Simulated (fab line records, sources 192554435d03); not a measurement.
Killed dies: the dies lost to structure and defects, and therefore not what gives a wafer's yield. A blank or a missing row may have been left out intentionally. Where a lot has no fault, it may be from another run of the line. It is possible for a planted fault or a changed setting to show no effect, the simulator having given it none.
Which tool did it? / flow n5Finfet / 45 wafers from 15 lots sampled at 6 of the route's 1938 steps

WHAT THE GAUGES SHOWED, per wafer
N5_BEOL_M9_CD_MEAS_18: pitch 140 nm, target cd 70 nm.
lot=L654; measured=day 9 06:42; on=cdSem-03; cdNm (nm)=72.1 70.8 69.3
lot=L657; measured=day 10 03:44; on=cdSem-02; cdNm (nm)=70.2 68.2 70.7
lot=L659; measured=day 10 20:56; on=cdSem-03; cdNm (nm)=68.6 70.3 69.1
lot=L661; measured=day 10 23:08; on=cdSem-02; cdNm (nm)=69.8 68.1 69.4
lot=L663; measured=day 11 23:36; on=cdSem-02; cdNm (nm)=70.8 71.7 68.8
lot=L664; measured=day 12 03:47; on=cdSem-02; cdNm (nm)=70.6 69.7 70.0
lot=L666; measured=day 12 13:02; on=cdSem-01; cdNm (nm)=69.1 69.9 69.0
lot=L665; measured=day 12 19:24; on=cdSem-02; cdNm (nm)=69.6 70.2 71.1
lot=L668; measured=day 12 19:35; on=cdSem-03; cdNm (nm)=69.1 67.5 69.0
lot=L667; measured=day 12 22:46; on=cdSem-02; cdNm (nm)=- - -
lot=L669; measured=day 13 05:31; on=cdSem-02; cdNm (nm)=- - -
lot=L671; measured=day 13 21:40; on=cdSem-03; cdNm (nm)=- - -
lot=L670; measured=day 14 11:54; on=cdSem-03; cdNm (nm)=70.2 70.3 69.6
lot=L676; measured=day 15 07:20; on=cdSem-01; cdNm (nm)=71.5 70.2 70.5
lot=L677; measured=day 15 18:41; on=cdSem-03; cdNm (nm)=67.7 68.8 67.4

WHICH TOOL RAN EACH LOT (tool, then ch and the chambers of the sampled wafers, then the start)
lot=L654; N5_BEOL_M8_CMP_52=cmp-04 ch 0,3, day 9 03:52; N5_BEOL_M9_HM_DEP_02=pvdSputter-03, day 9 05:43; N5_BEOL_M9_DESCUM_16=rieDiel-01 ch 0,2,3, day 9 06:10; N5_BEOL_M9_ETCH_62=rieDiel-01 ch 0,2,3, day 9 06:15; N5_BEOL_M9_HM_OPEN_17=rieMetal-02 ch 0,1, day 9 06:28
lot=L657; N5_BEOL_M8_CMP_52=cmp-03 ch 0,1,2, day 10 00:11; N5_BEOL_M9_HM_DEP_02=pvdSputter-03, day 10 02:42; N5_BEOL_M9_DESCUM_16=rieDiel-01 ch 0,1,2, day 10 03:17; N5_BEOL_M9_ETCH_62=rieDiel-01 ch 0,1,2, day 10 03:22; N5_BEOL_M9_HM_OPEN_17=rieMetal-03 ch 0,1, day 10 03:34
lot=L659; N5_BEOL_M8_CMP_52=cmp-01 ch 0,1,2, day 10 17:31; N5_BEOL_M9_HM_DEP_02=pvdSputter-01, day 10 19:53; N5_BEOL_M9_DESCUM_16=rieDiel-06 ch 0,1,3, day 10 20:29; N5_BEOL_M9_ETCH_62=rieDiel-06 ch 0,1,3, day 10 20:34; N5_BEOL_M9_HM_OPEN_17=rieMetal-03 ch 0,1, day 10 20:46
lot=L661; N5_BEOL_M8_CMP_52=cmp-01 ch 0,1,2, day 10 19:38; N5_BEOL_M9_HM_DEP_02=pvdSputter-03, day 10 22:06; N5_BEOL_M9_DESCUM_16=rieDiel-01 ch 0,1,2, day 10 22:41; N5_BEOL_M9_ETCH_62=rieDiel-01 ch 0,1,2, day 10 22:46; N5_BEOL_M9_HM_OPEN_17=rieMetal-02 ch 0,1, day 10 22:58
lot=L663; N5_BEOL_M8_CMP_52=cmp-03 ch 0,1,3, day 11 20:33; N5_BEOL_M9_HM_DEP_02=pvdSputter-02, day 11 22:17; N5_BEOL_M9_DESCUM_16=rieDiel-03 ch 0,1, day 11 23:08; N5_BEOL_M9_ETCH_62=rieDiel-03 ch 0,1, day 11 23:13; N5_BEOL_M9_HM_OPEN_17=rieMetal-01 ch 0,1, day 11 23:25
lot=L664; N5_BEOL_M8_CMP_52=cmp-01 ch 0,1,3, day 12 00:14; N5_BEOL_M9_HM_DEP_02=pvdSputter-01, day 12 02:26; N5_BEOL_M9_DESCUM_16=rieDiel-03 ch 1,2, day 12 03:14; N5_BEOL_M9_ETCH_62=rieDiel-03 ch 1,2, day 12 03:19; N5_BEOL_M9_HM_OPEN_17=rieMetal-02 ch 1, day 12 03:31
lot=L666; N5_BEOL_M8_CMP_52=cmp-01 ch 1,3, day 12 09:47; N5_BEOL_M9_HM_DEP_02=pvdSputter-03, day 12 11:37; N5_BEOL_M9_DESCUM_16=rieDiel-01 ch 1,3, day 12 12:34; N5_BEOL_M9_ETCH_62=rieDiel-01 ch 1,3, day 12 12:39; N5_BEOL_M9_HM_OPEN_17=rieMetal-01 ch 0,1, day 12 12:50
lot=L665; N5_BEOL_M8_CMP_52=cmp-04 ch 0,1, day 12 15:58; N5_BEOL_M9_HM_DEP_02=pvdSputter-03, day 12 18:10; N5_BEOL_M9_DESCUM_16=rieDiel-03 ch 0,2,3, day 12 18:57; N5_BEOL_M9_ETCH_62=rieDiel-03 ch 0,2,3, day 12 19:02; N5_BEOL_M9_HM_OPEN_17=rieMetal-01 ch 0,1, day 12 19:15
lot=L668; N5_BEOL_M8_CMP_52=cmp-01 ch 0,1,2, day 12 16:14; N5_BEOL_M9_HM_DEP_02=pvdSputter-02, day 12 18:14; N5_BEOL_M9_DESCUM_16=rieDiel-01 ch 1,2,3, day 12 19:07; N5_BEOL_M9_ETCH_62=rieDiel-01 ch 1,2,3, day 12 19:12; N5_BEOL_M9_HM_OPEN_17=rieMetal-03 ch 0,1, day 12 19:23
lot=L667; N5_BEOL_M8_CMP_52=cmp-01 ch 0,2,3, day 12 19:55; N5_BEOL_M9_HM_DEP_02=pvdSputter-02, day 12 21:48; N5_BEOL_M9_DESCUM_16=rieDiel-01 ch 1,2,3, day 12 22:19; N5_BEOL_M9_ETCH_62=rieDiel-01 ch 1,2,3, day 12 22:24; N5_BEOL_M9_HM_OPEN_17=rieMetal-03 ch 0,1, day 12 22:35
lot=L669; N5_BEOL_M8_CMP_52=cmp-04 ch 0,1,3, day 13 02:20; N5_BEOL_M9_HM_DEP_02=pvdSputter-02, day 13 04:36; N5_BEOL_M9_DESCUM_16=rieDiel-03 ch 0,2,3, day 13 05:04; N5_BEOL_M9_ETCH_62=rieDiel-03 ch 0,2,3, day 13 05:09; N5_BEOL_M9_HM_OPEN_17=rieMetal-01 ch 0,1, day 13 05:20
lot=L671; N5_BEOL_M8_CMP_52=cmp-01 ch 1,2, day 13 17:28; N5_BEOL_M9_HM_DEP_02=pvdSputter-01, day 13 20:45; N5_BEOL_M9_DESCUM_16=rieDiel-03 ch 0,1,3, day 13 21:13; N5_BEOL_M9_ETCH_62=rieDiel-03 ch 0,1,3, day 13 21:18; N5_BEOL_M9_HM_OPEN_17=rieMetal-02 ch 0,1, day 13 21:31
lot=L670; N5_BEOL_M8_CMP_52=cmp-03 ch 0,1,3, day 14 06:37; N5_BEOL_M9_HM_DEP_02=pvdSputter-02, day 14 10:52; N5_BEOL_M9_DESCUM_16=rieDiel-06 ch 0,2,3, day 14 11:26; N5_BEOL_M9_ETCH_62=rieDiel-06 ch 0,2,3, day 14 11:32; N5_BEOL_M9_HM_OPEN_17=rieMetal-02 ch 0,1, day 14 11:43
lot=L676; N5_BEOL_M8_CMP_52=cmp-03 ch 2,3, day 15 03:32; N5_BEOL_M9_HM_DEP_02=pvdSputter-03, day 15 06:19; N5_BEOL_M9_DESCUM_16=rieDiel-06 ch 1,2,3, day 15 06:50; N5_BEOL_M9_ETCH_62=rieDiel-06 ch 1,2,3, day 15 06:56; N5_BEOL_M9_HM_OPEN_17=rieMetal-02 ch 0,1, day 15 07:07
lot=L677; N5_BEOL_M8_CMP_52=cmp-03 ch 1,3, day 15 14:42; N5_BEOL_M9_HM_DEP_02=pvdSputter-03, day 15 17:39; N5_BEOL_M9_DESCUM_16=rieDiel-01 ch 0,1,3, day 15 18:14; N5_BEOL_M9_ETCH_62=rieDiel-01 ch 0,1,3, day 15 18:19; N5_BEOL_M9_HM_OPEN_17=rieMetal-02 ch 0, day 15 18:31
- N5_BEOL_M8_CMP_52: polishes, stops on SiCOH lowk, t overpolish 6.9 s, target thk 80 nm.
- N5_BEOL_M9_HM_DEP_02: deposits TiN, target thk 20 nm.
- N5_BEOL_M9_DESCUM_16: chemistry O2, time 7.9 s.
- N5_BEOL_M9_ETCH_62: etches SOC in N2/H2, target depth 110 nm, overetch 22 nm, time 165 s.
- N5_BEOL_M9_HM_OPEN_17: chemistry Cl2/BCl3, target TiN, target depth 20 nm, overetch 6 nm.

AS READ BY THE TOOLS THEMSELVES (means over the sampled wafers that have a number; for cases with no such wafer, the mark the record gives instead)
N5_BEOL_M8_CMP_52.
lot=L654; tool=cmp-04; barrierFieldEndpointS (s)=29.0; headPressurePsi (psi)=1.0009; motorCurrentA (A)=6.4; overpolishRunS (s)=6.901; retainingRingPressureFrac=0.992; timeToEndpointS (s)=62
lot=L657; tool=cmp-03; barrierFieldEndpointS (s)=28.5; headPressurePsi (psi)=0.9980; motorCurrentA (A)=6.6; overpolishRunS (s)=6.904; retainingRingPressureFrac=0.999; timeToEndpointS (s)=60
lot=L659; tool=cmp-01; barrierFieldEndpointS (s)=27.9; headPressurePsi (psi)=1.0007; motorCurrentA (A)=5.8; overpolishRunS (s)=6.896; retainingRingPressureFrac=0.997; timeToEndpointS (s)=60
lot=L661; tool=cmp-01; barrierFieldEndpointS (s)=29.2; headPressurePsi (psi)=1.0004; motorCurrentA (A)=5.8; overpolishRunS (s)=6.901; retainingRingPressureFrac=0.996; timeToEndpointS (s)=61
lot=L663; tool=cmp-03; barrierFieldEndpointS (s)=28.4; headPressurePsi (psi)=0.9983; motorCurrentA (A)=6.3; overpolishRunS (s)=6.904; retainingRingPressureFrac=1.005; timeToEndpointS (s)=58
lot=L664; tool=cmp-01; barrierFieldEndpointS (s)=28.5; headPressurePsi (psi)=1.0005; motorCurrentA (A)=6.2; overpolishRunS (s)=6.902; retainingRingPressureFrac=0.999; timeToEndpointS (s)=63
lot=L666; tool=cmp-01; barrierFieldEndpointS (s)=28.2; headPressurePsi (psi)=0.9988; motorCurrentA (A)=5.8; overpolishRunS (s)=6.899; retainingRingPressureFrac=1.003; timeToEndpointS (s)=58
lot=L665; tool=cmp-04; barrierFieldEndpointS (s)=29.1; headPressurePsi (psi)=1.0015; motorCurrentA (A)=6.1; overpolishRunS (s)=6.891; retainingRingPressureFrac=0.995; timeToEndpointS (s)=63
lot=L668; tool=cmp-01; barrierFieldEndpointS (s)=28.6; headPressurePsi (psi)=1.0003; motorCurrentA (A)=6.0; overpolishRunS (s)=6.895; retainingRingPressureFrac=1.000; timeToEndpointS (s)=59
lot=L667; tool=cmp-01; barrierFieldEndpointS (s)=28.6; headPressurePsi (psi)=0.9968; motorCurrentA (A)=6.2; overpolishRunS (s)=6.893; retainingRingPressureFrac=0.998; timeToEndpointS (s)=63
lot=L669; tool=cmp-04; barrierFieldEndpointS (s)=28.9; headPressurePsi (psi)=0.9977; motorCurrentA (A)=5.9; overpolishRunS (s)=6.900; retainingRingPressureFrac=0.997; timeToEndpointS (s)=61
lot=L671; tool=cmp-01; barrierFieldEndpointS (s)=28.0; headPressurePsi (psi)=1.0019; motorCurrentA (A)=5.4; overpolishRunS (s)=6.900; retainingRingPressureFrac=0.996; timeToEndpointS (s)=60
lot=L670; tool=cmp-03; barrierFieldEndpointS (s)=29.0; headPressurePsi (psi)=1.0004; motorCurrentA (A)=6.2; overpolishRunS (s)=6.906; retainingRingPressureFrac=1.002; timeToEndpointS (s)=61
lot=L676; tool=cmp-03; barrierFieldEndpointS (s)=28.8; headPressurePsi (psi)=0.9995; motorCurrentA (A)=6.4; overpolishRunS (s)=6.909; retainingRingPressureFrac=0.996; timeToEndpointS (s)=62
lot=L677; tool=cmp-03; barrierFieldEndpointS (s)=28.9; headPressurePsi (psi)=0.9991; motorCurrentA (A)=6.2; overpolishRunS (s)=6.904; retainingRingPressureFrac=1.003; timeToEndpointS (s)=60

N5_BEOL_M9_HM_DEP_02.
lot=L654; tool=pvdSputter-03; chamberPressurePa (Pa)=0.4999; substrateTempC (C)=25.01; throttleValvePct (%)=31.2
lot=L657; tool=pvdSputter-03; chamberPressurePa (Pa)=0.5005; substrateTempC (C)=25.08; throttleValvePct (%)=31.2
lot=L659; tool=pvdSputter-01; chamberPressurePa (Pa)=0.4993; substrateTempC (C)=24.98; throttleValvePct (%)=28.3
lot=L661; tool=pvdSputter-03; chamberPressurePa (Pa)=0.4995; substrateTempC (C)=24.98; throttleValvePct (%)=31.4
lot=L663; tool=pvdSputter-02; chamberPressurePa (Pa)=0.4997; substrateTempC (C)=25.09; throttleValvePct (%)=30.2
lot=L664; tool=pvdSputter-01; chamberPressurePa (Pa)=0.5002; substrateTempC (C)=24.94; throttleValvePct (%)=27.8
lot=L666; tool=pvdSputter-03; chamberPressurePa (Pa)=0.4994; substrateTempC (C)=24.93; throttleValvePct (%)=31.6
lot=L665; tool=pvdSputter-03; chamberPressurePa (Pa)=0.4999; substrateTempC (C)=24.98; throttleValvePct (%)=31.5
lot=L668; tool=pvdSputter-02; chamberPressurePa (Pa)=0.5002; substrateTempC (C)=25.03; throttleValvePct (%)=30.0
lot=L667; tool=pvdSputter-02; chamberPressurePa (Pa)=0.4996; substrateTempC (C)=24.93; throttleValvePct (%)=29.9
lot=L669; tool=pvdSputter-02; chamberPressurePa (Pa)=0.5003; substrateTempC (C)=24.88; throttleValvePct (%)=30.3
lot=L671; tool=pvdSputter-01; chamberPressurePa (Pa)=0.4998; substrateTempC (C)=24.93; throttleValvePct (%)=28.4
lot=L670; tool=pvdSputter-02; chamberPressurePa (Pa)=0.4995; substrateTempC (C)=24.97; throttleValvePct (%)=30.2
lot=L676; tool=pvdSputter-03; chamberPressurePa (Pa)=0.5016; substrateTempC (C)=25.06; throttleValvePct (%)=31.1
lot=L677; tool=pvdSputter-03; chamberPressurePa (Pa)=0.5003; substrateTempC (C)=25.03; throttleValvePct (%)=31.4

N5_BEOL_M9_DESCUM_16.
lot=L654; tool=rieDiel-01; drypumpMotorCurrentA (A)=5.4; o2FlowSccm (sccm)=225.3; oesProductAu (a.u.)=0.73; rfVppV (V)=243.0; showerheadPlenumPTorr (Torr)=2.12; throttleValvePct (%)=20.7
lot=L657; tool=rieDiel-01; drypumpMotorCurrentA (A)=5.5; o2FlowSccm (sccm)=225.8; oesProductAu (a.u.)=0.78; rfVppV (V)=243.3; showerheadPlenumPTorr (Torr)=2.12; throttleValvePct (%)=20.5
lot=L659; tool=rieDiel-06; drypumpMotorCurrentA (A)=6.3; o2FlowSccm (sccm)=224.6; oesProductAu (a.u.)=0.78; rfVppV (V)=241.4; showerheadPlenumPTorr (Torr)=2.03; throttleValvePct (%)=20.2
lot=L661; tool=rieDiel-01; drypumpMotorCurrentA (A)=5.5; o2FlowSccm (sccm)=225.2; oesProductAu (a.u.)=0.78; rfVppV (V)=243.4; showerheadPlenumPTorr (Torr)=2.12; throttleValvePct (%)=20.6
lot=L663; tool=rieDiel-03; drypumpMotorCurrentA (A)=6.1; o2FlowSccm (sccm)=225.9; oesProductAu (a.u.)=0.71; rfVppV (V)=243.0; showerheadPlenumPTorr (Torr)=2.11; throttleValvePct (%)=20.9
lot=L664; tool=rieDiel-03; drypumpMotorCurrentA (A)=6.4; o2FlowSccm (sccm)=224.4; oesProductAu (a.u.)=0.67; rfVppV (V)=243.5; showerheadPlenumPTorr (Torr)=2.08; throttleValvePct (%)=20.6
lot=L666; tool=rieDiel-01; drypumpMotorCurrentA (A)=5.5; o2FlowSccm (sccm)=225.6; oesProductAu (a.u.)=0.85; rfVppV (V)=243.2; showerheadPlenumPTorr (Torr)=2.10; throttleValvePct (%)=20.4
lot=L665; tool=rieDiel-03; drypumpMotorCurrentA (A)=5.9; o2FlowSccm (sccm)=225.1; oesProductAu (a.u.)=0.72; rfVppV (V)=244.2; showerheadPlenumPTorr (Torr)=2.09; throttleValvePct (%)=20.4
lot=L668; tool=rieDiel-01; drypumpMotorCurrentA (A)=5.4; o2FlowSccm (sccm)=225.0; oesProductAu (a.u.)=0.78; rfVppV (V)=243.8; showerheadPlenumPTorr (Torr)=2.13; throttleValvePct (%)=20.6
lot=L667; tool=rieDiel-01; drypumpMotorCurrentA (A)=5.4; o2FlowSccm (sccm)=224.9; oesProductAu (a.u.)=0.78; rfVppV (V)=243.8; showerheadPlenumPTorr (Torr)=2.12; throttleValvePct (%)=20.6
lot=L669; tool=rieDiel-03; drypumpMotorCurrentA (A)=5.9; o2FlowSccm (sccm)=224.4; oesProductAu (a.u.)=0.72; rfVppV (V)=243.1; showerheadPlenumPTorr (Torr)=2.09; throttleValvePct (%)=20.4
lot=L671; tool=rieDiel-03; drypumpMotorCurrentA (A)=6.1; o2FlowSccm (sccm)=225.2; oesProductAu (a.u.)=0.71; rfVppV (V)=242.2; showerheadPlenumPTorr (Torr)=2.05; throttleValvePct (%)=20.6
lot=L670; tool=rieDiel-06; drypumpMotorCurrentA (A)=6.0; o2FlowSccm (sccm)=224.4; oesProductAu (a.u.)=0.79; rfVppV (V)=241.7; showerheadPlenumPTorr (Torr)=1.98; throttleValvePct (%)=20.3
lot=L676; tool=rieDiel-06; drypumpMotorCurrentA (A)=6.0; o2FlowSccm (sccm)=225.5; oesProductAu (a.u.)=0.82; rfVppV (V)=242.6; showerheadPlenumPTorr (Torr)=2.04; throttleValvePct (%)=20.3
lot=L677; tool=rieDiel-01; drypumpMotorCurrentA (A)=5.5; o2FlowSccm (sccm)=225.5; oesProductAu (a.u.)=0.84; rfVppV (V)=242.9; showerheadPlenumPTorr (Torr)=2.08; throttleValvePct (%)=20.5

N5_BEOL_M9_ETCH_62.
lot=L654; tool=rieDiel-01; biasW (W)=150.3; chamberPressureMTorr (mTorr)=30.00; drypumpMotorCurrentA (A)=5.4; oesProductAu (a.u.)=0.62; rfVppV (V)=524.4; showerheadPlenumPTorr (Torr)=2.58; throttleValvePct (%)=18.21
lot=L657; tool=rieDiel-01; biasW (W)=149.8; chamberPressureMTorr (mTorr)=29.97; drypumpMotorCurrentA (A)=5.5; oesProductAu (a.u.)=0.66; rfVppV (V)=524.6; showerheadPlenumPTorr (Torr)=2.58; throttleValvePct (%)=17.93
lot=L659; tool=rieDiel-06; biasW (W)=149.7; chamberPressureMTorr (mTorr)=29.98; drypumpMotorCurrentA (A)=6.3; oesProductAu (a.u.)=0.66; rfVppV (V)=521.8; showerheadPlenumPTorr (Torr)=2.49; throttleValvePct (%)=17.70
lot=L661; tool=rieDiel-01; biasW (W)=150.4; chamberPressureMTorr (mTorr)=29.99; drypumpMotorCurrentA (A)=5.5; oesProductAu (a.u.)=0.65; rfVppV (V)=525.1; showerheadPlenumPTorr (Torr)=2.57; throttleValvePct (%)=17.96
lot=L663; tool=rieDiel-03; biasW (W)=149.5; chamberPressureMTorr (mTorr)=30.00; drypumpMotorCurrentA (A)=6.1; oesProductAu (a.u.)=0.61; rfVppV (V)=524.0; showerheadPlenumPTorr (Torr)=2.55; throttleValvePct (%)=18.18
lot=L664; tool=rieDiel-03; biasW (W)=150.3; chamberPressureMTorr (mTorr)=29.97; drypumpMotorCurrentA (A)=6.4; oesProductAu (a.u.)=0.58; rfVppV (V)=523.7; showerheadPlenumPTorr (Torr)=2.54; throttleValvePct (%)=18.02
lot=L666; tool=rieDiel-01; biasW (W)=150.2; chamberPressureMTorr (mTorr)=30.00; drypumpMotorCurrentA (A)=5.5; oesProductAu (a.u.)=0.71; rfVppV (V)=524.4; showerheadPlenumPTorr (Torr)=2.57; throttleValvePct (%)=17.96
lot=L665; tool=rieDiel-03; biasW (W)=149.9; chamberPressureMTorr (mTorr)=30.01; drypumpMotorCurrentA (A)=5.9; oesProductAu (a.u.)=0.61; rfVppV (V)=524.4; showerheadPlenumPTorr (Torr)=2.57; throttleValvePct (%)=17.97
lot=L668; tool=rieDiel-01; biasW (W)=150.2; chamberPressureMTorr (mTorr)=30.00; drypumpMotorCurrentA (A)=5.4; oesProductAu (a.u.)=0.67; rfVppV (V)=525.1; showerheadPlenumPTorr (Torr)=2.59; throttleValvePct (%)=18.09
lot=L667; tool=rieDiel-01; biasW (W)=-; chamberPressureMTorr (mTorr)=-; drypumpMotorCurrentA (A)=-; oesProductAu (a.u.)=-; rfVppV (V)=-; showerheadPlenumPTorr (Torr)=-; throttleValvePct (%)=-
lot=L669; tool=rieDiel-03; biasW (W)=-; chamberPressureMTorr (mTorr)=-; drypumpMotorCurrentA (A)=-; oesProductAu (a.u.)=-; rfVppV (V)=-; showerheadPlenumPTorr (Torr)=-; throttleValvePct (%)=-
lot=L671; tool=rieDiel-03; biasW (W)=-; chamberPressureMTorr (mTorr)=-; drypumpMotorCurrentA (A)=-; oesProductAu (a.u.)=-; rfVppV (V)=-; showerheadPlenumPTorr (Torr)=-; throttleValvePct (%)=-
lot=L670; tool=rieDiel-06; biasW (W)=150.1; chamberPressureMTorr (mTorr)=29.98; drypumpMotorCurrentA (A)=6.0; oesProductAu (a.u.)=0.66; rfVppV (V)=520.0; showerheadPlenumPTorr (Torr)=2.40; throttleValvePct (%)=17.74
lot=L676; tool=rieDiel-06; biasW (W)=150.2; chamberPressureMTorr (mTorr)=29.98; drypumpMotorCurrentA (A)=6.0; oesProductAu (a.u.)=0.69; rfVppV (V)=523.4; showerheadPlenumPTorr (Torr)=2.49; throttleValvePct (%)=17.82
lot=L677; tool=rieDiel-01; biasW (W)=149.8; chamberPressureMTorr (mTorr)=30.01; drypumpMotorCurrentA (A)=5.5; oesProductAu (a.u.)=0.70; rfVppV (V)=524.2; showerheadPlenumPTorr (Torr)=2.54; throttleValvePct (%)=18.02

N5_BEOL_M9_HM_OPEN_17.
lot=L654; tool=rieMetal-02; drypumpMotorCurrentA (A)=5.3; mfcCl2Sccm (sccm)=53.26; oesProductAu (a.u.)=0.62; throttleValvePct (%)=22.49
lot=L657; tool=rieMetal-03; drypumpMotorCurrentA (A)=6.0; mfcCl2Sccm (sccm)=53.25; oesProductAu (a.u.)=0.57; throttleValvePct (%)=22.25
lot=L659; tool=rieMetal-03; drypumpMotorCurrentA (A)=6.0; mfcCl2Sccm (sccm)=53.14; oesProductAu (a.u.)=0.57; throttleValvePct (%)=22.25
lot=L661; tool=rieMetal-02; drypumpMotorCurrentA (A)=5.6; mfcCl2Sccm (sccm)=53.19; oesProductAu (a.u.)=0.70; throttleValvePct (%)=22.37
lot=L663; tool=rieMetal-01; drypumpMotorCurrentA (A)=6.0; mfcCl2Sccm (sccm)=53.30; oesProductAu (a.u.)=0.58; throttleValvePct (%)=22.46
lot=L664; tool=rieMetal-02; drypumpMotorCurrentA (A)=5.8; mfcCl2Sccm (sccm)=53.26; oesProductAu (a.u.)=0.77; throttleValvePct (%)=22.26
lot=L666; tool=rieMetal-01; drypumpMotorCurrentA (A)=6.0; mfcCl2Sccm (sccm)=53.12; oesProductAu (a.u.)=0.58; throttleValvePct (%)=22.45
lot=L665; tool=rieMetal-01; drypumpMotorCurrentA (A)=6.0; mfcCl2Sccm (sccm)=53.18; oesProductAu (a.u.)=0.59; throttleValvePct (%)=22.44
lot=L668; tool=rieMetal-03; drypumpMotorCurrentA (A)=5.6; mfcCl2Sccm (sccm)=53.32; oesProductAu (a.u.)=0.57; throttleValvePct (%)=22.28
lot=L667; tool=rieMetal-03; drypumpMotorCurrentA (A)=5.6; mfcCl2Sccm (sccm)=53.28; oesProductAu (a.u.)=0.25; throttleValvePct (%)=22.92
lot=L669; tool=rieMetal-01; drypumpMotorCurrentA (A)=6.0; mfcCl2Sccm (sccm)=53.43; oesProductAu (a.u.)=0.26; throttleValvePct (%)=23.11
lot=L671; tool=rieMetal-02; drypumpMotorCurrentA (A)=5.4; mfcCl2Sccm (sccm)=53.35; oesProductAu (a.u.)=0.35; throttleValvePct (%)=22.83
lot=L670; tool=rieMetal-02; drypumpMotorCurrentA (A)=5.4; mfcCl2Sccm (sccm)=53.14; oesProductAu (a.u.)=0.78; throttleValvePct (%)=22.19
lot=L676; tool=rieMetal-02; drypumpMotorCurrentA (A)=5.3; mfcCl2Sccm (sccm)=53.25; oesProductAu (a.u.)=0.78; throttleValvePct (%)=22.17
lot=L677; tool=rieMetal-02; drypumpMotorCurrentA (A)=5.1; mfcCl2Sccm (sccm)=53.22; oesProductAu (a.u.)=0.78; throttleValvePct (%)=22.15

THE ANSWER, worked out from the rows above alone
Rule: usual is defined by the lots themselves. The widest of any qualifying gaps counts: lots, ordered by their means at a reading, are off when they make up no more than a third of the lots, leave a main group of 4 or more, and stand apart from it by 3 or more times the standard deviation of that group's means. A main group is skipped when, at the precision printed for the reading in the tables above, its means are all equal. Also off: a lot with no number at a reading for which 4 or more lots have one. Where the step has rows for the other lots, those lots are counted as sound. Order of review: gauges by route order, followed by the tools' own readings, for which a lot's mean as printed above is used. At the first step where some lot is off, the reading lying furthest off is the one used; lots without a number count as furthest.
Off at N5_BEOL_M9_CD_MEAS_18 (cdNm): L667, L669, L671. Without a number there: L667, L669, L671. For the main group the mean is 69.7 nm and the standard deviation 0.83.
A tool fits if, at a process step before that reading, it ran every lot that is off, and no sound lot after the first of them. The gauges at N5_BEOL_M9_CD_MEAS_18 aren't tried: what is off there is off at N5_BEOL_M9_ETCH_62 too, on other tools, and a gauge's error can't cause that. Of those tried, none fits.

WHAT HAD BEEN PUT IN BY THE SIMULATOR
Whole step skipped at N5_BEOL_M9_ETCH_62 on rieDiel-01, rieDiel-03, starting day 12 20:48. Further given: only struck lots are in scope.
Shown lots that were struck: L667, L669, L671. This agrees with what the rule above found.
